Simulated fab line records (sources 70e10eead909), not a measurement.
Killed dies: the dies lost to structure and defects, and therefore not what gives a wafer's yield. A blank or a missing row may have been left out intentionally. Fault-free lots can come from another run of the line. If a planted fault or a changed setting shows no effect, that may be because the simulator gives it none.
fab line records ; flow nandHarc
record: lots: 6; wafers: 18; lastDay: 33
route steps=1302 shown THIN_TSV@1250 END@1302
lots untouched by any fault: they come from a run of this same line in which no faults occurred
startH: hours from the record's first day to the start of the lot's first wafer shown ; waitH: hours since the lot's step before ; " the same as in the row above ; L1.1+2: a row that stands for several wafers ; - either no value or no given start ; * or withheld: withheld ; < > ~ a bound
route shown NAME@n: NAME is a module with steps in the file, n the number in the route of the first one ; usual: mean/standard deviation taken from wafers without a fault ; same: alike in all rows ; chamber/n: place in a boat ; sites: the reading at each site ; _std_site: standard deviation across them ; _edge_site: mean of outer sites minus mean of inner sites ; radiusMm: for every site, how far away it sits from the centre of the wafer ; mask NAME#n: copy n ; behind: the tool/chamber that last shaped the wafer ; hold: cause of the lot's hold/its duration in hours/its outcome ; device: names the non-switching transistor (n, p or np) ; end of line: tests run on the same wafers once the route is complete ; a step without rows: its recipe alone ; killed: the dies lost at the first sort to structure and to defects; this is not the yield of the wafer ; map: a wafer's dies, marking killed ones x, the rest . and places with no die _
set.NAME: the setting as run; set.NAME@STEP: as run at that earlier step ; model.NAME: the simulator's own value behind a step, which no gauge read
lots seen at some steps along the route; tables by step, rows by wafer
services: when a tool's chamber went out of use (startH, in hours from the record's first day, below 0 if earlier), for how many hours, and the reason
== steps ==
step: NHARC_THIN_TSV_DEP_43
recipe: targetThkA: 13285; tempC: withheld; pressureTorr: 6.5; rfW: 900; teosFlowSccm: 161.4; flowSccm: 2650; targetThkNm: 1328.5; gas: O2; material: SiO2
usual: chamberPressureTorr: 6.501/0.014; throttleValvePct: 15.9/0.57
lot.wafer;tool;chamber;startH;waitH;chamberPressureTorr;throttleValvePct
L349.1;pecvd-04;0;672.74;-;6.507;16.2
L349.4;pecvd-04;1;672.74;-;6.483;15.9
L349.5;pecvd-04;2;672.74;-;6.523;15.3
L350.2;pecvd-02;0;673.94;-;6.502;16.2
L350.5;pecvd-02;2;673.94;-;6.487;14.7
L350.6;pecvd-02;1;673.94;-;6.510;16.0
L351.3;pecvd-02;0;677.89;-;6.508;16.0
L351.5;pecvd-02;1;677.89;-;6.493;16.0
L351.4;pecvd-02;2;677.89;-;6.495;14.5
L353.2;pecvd-01;0;686.53;-;6.517;16.1
L353.1;pecvd-01;1;686.53;-;6.498;14.9
L353.4;pecvd-01;1;686.53;-;6.512;15.3
L359.2;pecvd-01;2;769.51;-;6.506;16.3
L359.4;pecvd-01;2;769.51;-;6.500;16.2
L359.6;pecvd-01;0;769.51;-;6.521;16.1
L361.2;pecvd-04;1;772.32;-;6.499;16.0
L361.5;pecvd-04;0;772.32;-;6.507;16.5
L361.6;pecvd-04;1;772.32;-;6.496;15.9
step: NHARC_THIN_TSV_DEHYDRATE_04
recipe: tempC: 150; timeS: 120
step: NHARC_THIN_TSV_HMDS_05
recipe: timeS: 30
step: NHARC_THIN_TSV_COAT_06
recipe: spinRpm: *
step: NHARC_THIN_TSV_SOFTBAKE_07
recipe: tempC: 122; timeS: 95
step: NHARC_THIN_TSV_EBR_08
step: NHARC_THIN_TSV_EXPOSE_09
recipe: na: 0.55; doseMj: 30.7; maskId: TSV
step: NHARC_THIN_TSV_PEB_10
recipe: pebTempC: 118; pebTimeS: 85
step: NHARC_THIN_TSV_DEVELOP_11
recipe: timeS: 70
step: NHARC_THIN_TSV_CD_MEAS_12
recipe: targetCdNm: 1000; landingEnergyEv: 500
usual: cdNm: 1001.1/3
same: landingEnergyEv: 500
lot.wafer;tool;chamber;startH;waitH;cdNm
L349.1;cdSem-02;0;673.48;-;1002.6
L349.4;cdSem-02;0;673.48;-;1003.2
L349.5;cdSem-02;0;673.48;-;1002.8
L350.2;cdSem-02;0;674.73;-;1002.8
L350.5;cdSem-02;0;674.73;-;1001.5
L350.6;cdSem-02;0;674.73;-;1006.4
L351.3;cdSem-02;0;678.64;-;999.4
L351.4;cdSem-02;0;678.64;-;1001.9
L351.5;cdSem-02;0;678.64;-;1000.1
L353.1;cdSem-01;0;687.19;-;1005.1
L353.2;cdSem-01;0;687.19;-;1003.7
L353.4;cdSem-01;0;687.19;-;1003.1
L359.2;cdSem-02;0;770.42;-;996.4
L359.4;cdSem-02;0;770.42;-;999.7
L359.6;cdSem-02;0;770.42;-;999.2
L361.2;cdSem-01;0;773.06;-;1000.8
L361.5;cdSem-01;0;773.06;-;1001.6
L361.6;cdSem-01;0;773.06;-;1003.3
step: NHARC_THIN_TSV_HARDBAKE_13
recipe: tempC: 125; timeS: 80
step: NHARC_THIN_TSV_DESCUM_14
recipe: timeS: 3; o2FlowSccm: 200; arFlowSccm: 0; biasPowerW: 0; chemistry: O2
usual: drypumpMotorCurrentA: 5.7/0.43; oesProductAu: 1.003/0.015; rfVppV: 57.9/0.89; showerheadPlenumPTorr: 1.92/0.059; throttleValvePct: 11.312/0.0084
lot.wafer;tool;chamber;startH;waitH;drypumpMotorCurrentA;oesProductAu;rfHoursCounterH;rfVppV;showerheadPlenumPTorr;throttleValvePct
L349.1;rieDiel-11;0;673.64;-;5.6;1.012;4.2;57.9;1.92;11.307
L349.4;rieDiel-11;2;673.64;-;6.6;0.978;3.5;59.4;1.87;11.323
L349.5;rieDiel-11;0;673.64;-;5.6;1.012;-;56.9;1.92;11.307
L350.2;rieDiel-10;3;674.90;-;6.4;1.005;3.9;56.7;2.00;11.290
L350.5;rieDiel-10;1;674.90;-;5.4;0.975;-;56.9;1.89;11.322
L350.6;rieDiel-10;2;674.90;-;5.7;0.994;-;55.9;1.84;11.321
L351.4;rieDiel-07;3;678.79;-;5.3;1.017;0.6;59.0;1.93;11.316
L351.3;rieDiel-07;2;678.79;-;5.9;1.014;0.7;57.5;1.89;11.300
L351.5;rieDiel-07;0;678.79;-;6.0;1.002;-;58.5;1.83;11.321
L353.2;rieDiel-10;1;687.35;-;5.4;0.987;4.0;56.2;1.89;11.314
L353.4;rieDiel-10;2;687.35;-;5.7;1.004;3.0;57.2;1.84;11.296
L353.1;rieDiel-10;3;687.35;-;6.4;1.014;4.6;58.5;2.00;11.320
L359.2;rieDiel-07;3;770.58;-;5.4;1.020;7.9;57.8;1.92;11.313
L359.4;rieDiel-07;1;770.58;-;5.2;0.991;6.8;59.0;1.90;11.312
L359.6;rieDiel-07;3;770.58;-;5.4;1.017;-;58.4;1.92;11.324
L361.2;rieDiel-11;3;773.22;-;5.5;1.008;8.2;59.2;2.03;11.323
L361.6;rieDiel-11;3;773.22;-;5.5;1.006;-;57.3;2.03;11.320
L361.5;rieDiel-11;0;773.22;-;5.6;0.993;-;58.1;1.92;11.318
step: NHARC_THIN_TSV_ETCH_44
recipe: targetDepthA: 15942; timeS: 797.1; cf4FlowSccm: 150; o2FlowSccm: 10; arFlowSccm: 0; rfW: 300; biasW: 800; chemistry: CF4/O2
usual: biasW: 800.0/2.6; cf4FlowSccm: 150.1/0.42; drypumpMotorCurrentA: 5.7/0.45; oesProductAu: 1.001/0.016; rfVppV: 795/3.2; showerheadPlenumPTorr: 1.84/0.051; throttleValvePct: 16.915/0.0086
lot.wafer;tool;chamber;startH;waitH;biasW;cf4FlowSccm;drypumpMotorCurrentA;oesProductAu;rfHoursCounterH;rfVppV;showerheadPlenumPTorr;throttleValvePct
L349.1;rieDiel-11;1;673.72;0.1;800.1;149.2;4.9;0.989;4.6;797;1.88;16.922
L349.4;rieDiel-11;3;673.72;0.1;806.1;150.0;5.5;1.007;3.4;801;1.94;16.920
L349.5;rieDiel-11;1;673.72;0.1;800.3;149.4;4.9;0.986;-;798;1.88;16.909
L350.2;rieDiel-10;0;674.97;0.1;800.0;149.9;5.6;1.014;3.5;796;1.88;16.919
L350.6;rieDiel-10;0;674.97;0.1;799.0;150.1;5.6;1.022;-;798;1.88;16.920
L350.5;rieDiel-10;1;674.97;0.1;800.6;149.8;5.4;0.988;-;792;1.81;16.902
L351.4;rieDiel-07;0;678.99;0.2;-;-;-;-;-;-;-;-
L351.3;rieDiel-07;1;678.99;0.2;-;-;-;-;-;-;-;-
L351.5;rieDiel-07;3;678.99;0.2;-;-;-;-;-;-;-;-
L353.4;rieDiel-10;1;687.49;0.1;-;-;-;-;-;-;-;-
L353.2;rieDiel-10;2;687.49;0.1;-;-;-;-;-;-;-;-
L353.1;rieDiel-10;3;687.49;0.1;-;-;-;-;-;-;-;-
L359.2;rieDiel-07;2;770.66;0.1;797.4;150.3;5.9;0.997;6.2;792;1.81;16.922
L359.4;rieDiel-07;3;770.66;0.1;799.3;150.0;5.3;1.008;8.0;796;1.84;16.909
L359.6;rieDiel-07;3;770.66;0.1;800.0;149.8;5.3;1.004;-;795;1.84;16.918
L361.2;rieDiel-11;3;773.42;0.2;794.8;150.4;5.5;1.017;8.3;800;1.94;16.915
L361.6;rieDiel-11;1;773.42;0.2;799.8;150.3;4.9;0.970;-;797;1.88;16.913
L361.5;rieDiel-11;2;773.42;0.2;799.8;150.1;6.6;0.974;-;793;1.79;16.915
step: NHARC_THIN_TSV_ETCH_15
recipe: targetDepthA: 30000; boschTargetOveretchCycles: 2; boschEtchStepS: 2.8; boschDepStepS: 1.2; boschCycles: 14
usual: drypumpMotorCurrentA: 5.8/0.43
same: boschCycles: 14; boschDepStepS: 1.2
lot.wafer;tool;chamber;startH;waitH;drypumpMotorCurrentA;rfHoursCounterH
L349.4;rieSi-05;0;674.29;-;5.7;0.1
L349.1;rieSi-05;3;674.29;-;5.8;0.0
L349.5;rieSi-05;0;674.29;-;5.7;-
L350.2;rieSi-03;2;675.54;-;6.4;0.5
L350.6;rieSi-03;2;675.54;-;6.3;-
L350.5;rieSi-03;1;675.54;-;5.5;-
L351.3;rieSi-05;1;679.45;0.3;6.0;0.1
L351.5;rieSi-05;1;679.45;0.3;5.9;-
L351.4;rieSi-05;3;679.45;0.3;5.8;-
L353.2;rieSi-06;2;688.01;0.4;6.0;0.5
L353.4;rieSi-06;3;688.01;0.4;5.8;0.5
L353.1;rieSi-06;1;688.01;0.4;6.3;0.5
L359.4;rieSi-05;0;771.26;-;5.8;0.7
L359.2;rieSi-05;1;771.26;-;6.0;0.8
L359.6;rieSi-05;3;771.26;-;5.8;-
L361.2;rieSi-05;3;773.87;-;5.8;0.8
L361.6;rieSi-05;3;773.87;-;5.8;-
L361.5;rieSi-05;0;773.87;-;5.7;-
step: NHARC_END_SORT_01
recipe: tempC: 25
usual: defectLimitedYield: 89.9/2.9; killedAtArray: 64/20; killedAtOther: 0.7/1.1; killedAtPeriphery: 3.6/2.7; killedDies: 68/20; killedOpen: 2.8/1.9; killedShort: 2.3/1.5
same: grossDies: 677
lot.wafer;tool;chamber;startH;waitH;defectLimitedYield[%];killedAtArray;killedAtOther;killedAtPeriphery;killedDies;killedOpen;killedShort
L351.3;prober-01;0;698.24;3.1;0;48;621;8;677;7;2
L351.4;prober-01;0;699.04;3.4;0;52;611;14;677;5;4
L351.5;prober-01;0;699.85;3.7;0;43;628;6;677;6;1
L359.2;prober-02;0;785.72;2.8;92.9;46;0;2;48;1;1
L359.4;prober-02;0;787.33;3.4;93.1;41;0;6;47;2;4
L359.6;prober-02;0;788.94;4.0;92.3;49;0;3;52;3;3
L361.2;prober-01;0;793.43;2.8;92.9;42;0;6;48;5;5
L361.5;prober-01;0;795.82;3.7;93.4;41;1;3;45;0;4
L361.6;prober-01;0;796.61;4.0;91.1;54;2;4;60;4;0
killed by level:class
L351.3 THIN_TSV:areaEtch=621 A_CHANNEL_HOLE_D1:chamberFilmFlake=31 A_STAIRCASE:chamberFilmFlake=6 P_CONTACT:chamberFilmFlake=3 P_CONTACT:geometricParticle:open=2 P_ZERO_WELL:chamberFilmFlake=2 A_CONTACT:chamberFilmFlake=2 A_ONON_D1:geometricParticle:open=1
L351.4 THIN_TSV:areaEtch=611 A_CHANNEL_HOLE_D1:chamberFilmFlake=29 P_CONTACT:chamberFilmFlake=6 A_SLIT:chamberFilmFlake=5 P_STI:chamberFilmFlake=4 A_SOURCE_PLATE:geometricParticle:open=2 P_M2:chamberFilmFlake=2 A_STAIRCASE:chamberFilmFlake=2
L351.5 THIN_TSV:areaEtch=628 A_CHANNEL_HOLE_D1:chamberFilmFlake=32 P_ZERO_WELL:chamberFilmFlake=3 A_STAIRCASE:chamberFilmFlake=2 P_STI:chamberFilmFlake=2 A_SOURCE_PLATE:geometricParticle:open=1 A_CHANNEL_HOLE_D1:geometricParticle:short=1 A_CHANNEL_FILL_D1:geometricParticle:open=1
L359.2 A_CHANNEL_HOLE_D1:chamberFilmFlake=15 A_SLIT:chamberFilmFlake=12 A_STAIRCASE:chamberFilmFlake=8 A_CONTACT:chamberFilmFlake=8 A_DECK1_JOINT:chamberFilmFlake=2 P_M0:geometricParticle:open=1 A_M0:geometricParticle:short=1 P_ZERO_WELL:chamberFilmFlake=1
L359.4 A_CHANNEL_HOLE_D1:chamberFilmFlake=14 A_STAIRCASE:chamberFilmFlake=8 A_SLIT:chamberFilmFlake=8 P_ZERO_WELL:chamberFilmFlake=5 A_CONTACT:chamberFilmFlake=4 A_CHANNEL_FILL_D2:geometricParticle:open=2 A_CHANNEL_HOLE_D2:chamberFilmFlake=2 P_GATE:geometricParticle:short=1
L359.6 A_CHANNEL_HOLE_D1:chamberFilmFlake=19 A_SLIT:chamberFilmFlake=8 A_CONTACT:chamberFilmFlake=6 A_STAIRCASE:chamberFilmFlake=6 A_WL_FILL:geometricParticle:short=2 P_ZERO_WELL:chamberFilmFlake=2 A_WL_FILL:chamberFilmFlake=2 A_CHANNEL_FILL_D1:geometricParticle:open=1
L361.2 A_SLIT:chamberFilmFlake=29 P_M2:chamberFilmFlake=3 A_CHANNEL_FILL_D1:geometricParticle:open=2 A_CONTACT:chamberFilmFlake=2 P_STI:geometricParticle:short=1 P_CONTACT:geometricParticle:short=1 P_M1:geometricParticle:short=1 A_SOURCE_PLATE:geometricParticle:short=1
L361.5 A_SLIT:chamberFilmFlake=33 A_CONTACT:chamberFilmFlake=4 P_M2:chamberFilmFlake=2 P_M0:geometricParticle:short=1 A_STAIRCASE:geometricParticle:short=1 A_WL_FILL:geometricParticle:short=1 STARTING-WAFER:geometricParticle:short=1 A_CHANNEL_HOLE_D2:chamberFilmFlake=1
L361.6 A_SLIT:chamberFilmFlake=38 A_CONTACT:chamberFilmFlake=6 A_WL_FILL:geometricParticle:open=2 P_M2:chamberFilmFlake=2 A_CHANNEL_FILL_D1:chamberFilmFlake=2 A_M1:chamberFilmFlake=2 THIN_TSV:chamberFilmFlake=2 P_M0:geometricParticle:open=1
map L351.3 (x killed, . not)
____________x____________
_________xxxxxxx_________
_______xxxxxxxxxxx_______
______xxxxxxxxxxxxx______
_____xxxxxxxxxxxxxxx_____
____xxxxxxxxxxxxxxxxx____
____xxxxxxxxxxxxxxxxx____
___xxxxxxxxxxxxxxxxxxx___
___xxxxxxxxxxxxxxxxxxx___
__xxxxxxxxxxxxxxxxxxxxx__
__xxxxxxxxxxxxxxxxxxxxx__
_xxxxxxxxxxxxxxxxxxxxxxx_
_xxxxxxxxxxxxxxxxxxxxxxx_
_xxxxxxxxxxxxxxxxxxxxxxx_
_xxxxxxxxxxxxxxxxxxxxxxx_
_xxxxxxxxxxxxxxxxxxxxxxx_
xxxxxxxxxxxxxxxxxxxxxxxxx
xxxxxxxxxxxxxxxxxxxxxxxxx
xxxxxxxxxxxxxxxxxxxxxxxxx
xxxxxxxxxxxxxxxxxxxxxxxxx
xxxxxxxxxxxxxxxxxxxxxxxxx
_xxxxxxxxxxxxxxxxxxxxxxx_
_xxxxxxxxxxxxxxxxxxxxxxx_
_xxxxxxxxxxxxxxxxxxxxxxx_
_xxxxxxxxxxxxxxxxxxxxxxx_
_xxxxxxxxxxxxxxxxxxxxxxx_
__xxxxxxxxxxxxxxxxxxxxx__
__xxxxxxxxxxxxxxxxxxxxx__
___xxxxxxxxxxxxxxxxxxx___
___xxxxxxxxxxxxxxxxxxx___
____xxxxxxxxxxxxxxxxx____
____xxxxxxxxxxxxxxxxx____
_____xxxxxxxxxxxxxxx_____
______xxxxxxxxxxxxx______
_______xxxxxxxxxxx_______
_________xxxxxxx_________
____________x____________
map L350.6 (x killed, . not)
____________.____________
_________......._________
_______......x...._______
______.......x..x..______
_____...x..........._____
____..........x......____
____.................____
___...................___
___...................___
__.....................__
__.....................__
_..........x..x........._
_..............x........_
_.........x....x........_
_........x.............._
_........x...x....x....._
.....x..xxx..............
..x.xxxxxxx..............
...x..x.xxxx.......x.....
x..xxxx.xxx..............
...xxxxxxx.x.....x.......
_.xx.xx..xx............._
_...xxx..xx............._
_...xxx....xxx.........._
_.x.xxxx................_
_..x.x.................._
__.....................__
__.....................__
___...................___
___...........x.......___
____.................____
____.................____
_____..............._____
______.............______
_______..........._______
_________.x....._________
____________.____________
== services ==
tool;chamber;startH;hours;kind
rieDiel-10;0;654.50;-;clean
rieDiel-10;1;654.50;-;clean
rieDiel-10;2;654.50;-;clean
rieDiel-10;3;654.50;-;clean
rieDiel-07;0;657.20;-;clean
rieDiel-07;1;657.20;-;clean
rieDiel-07;2;657.20;-;clean
rieDiel-07;3;657.20;-;clean
rieSi-05;-;659.00;9.0;pm
pecvd-01;-;673.30;13.0;pm
rieSi-03;0;673.95;3.8;repair
pecvd-02;-;678.61;0.7;repair
rieSi-05;0;678.75;1.1;repair
rieSi-03;2;685.64;10.2;repair
rieSi-06;2;690.95;1.8;repair
rieSi-05;1;692.64;7.2;repair
pecvd-01;-;693.50;2.2;repair
rieDiel-07;2;702.83;16.4;repair
rieDiel-11;3;708.37;4.5;repair
rieDiel-10;3;716.70;12.4;repair
rieSi-03;-;752.00;9.0;pm
pecvd-01;1;763.01;14.1;repair
pecvd-02;-;770.17;13.0;pm
rieDiel-10;-;773.50;9.0;pm
== key ==
firstSign: step: NHARC_THIN_TSV_ETCH_44; reading: toolRecord; direction: missing
effect: step: NHARC_END_SORT_01; reading: defectLimitedYield; direction: down; sigmas: 31; usual: 89.9; struck: 0
moreKillsBornAt: NHARC_THIN_TSV_ETCH_44@rieDiel-07: 1860
metAt NHARC_THIN_TSV_ETCH_44
struckWafers L351.3,L351.4,L351.5,L353.1,L353.2,L353.4
laterRowsLeftOut L351.3,L351.4,L351.5,L353.1,L353.2,L353.4
sortLeftOut L353.1,L353.2,L353.4
onsetBetween 674.97 678.99
fault: kind: skippedStepWhole; tool: rieDiel-07,rieDiel-10; chamber: -; onsetH: 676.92; steps: NHARC_THIN_TSV_ETCH_44; scope: struckLotsOnly
sortLeftOut: the simulated sort isn't trusted on such a fault, so these wafers' sort isn't shown, and their yield isn't known
laterRowsLeftOut: the simulator's readings of these wafers behind a module that went badly wrong aren't trusted and aren't shown, but for the sort
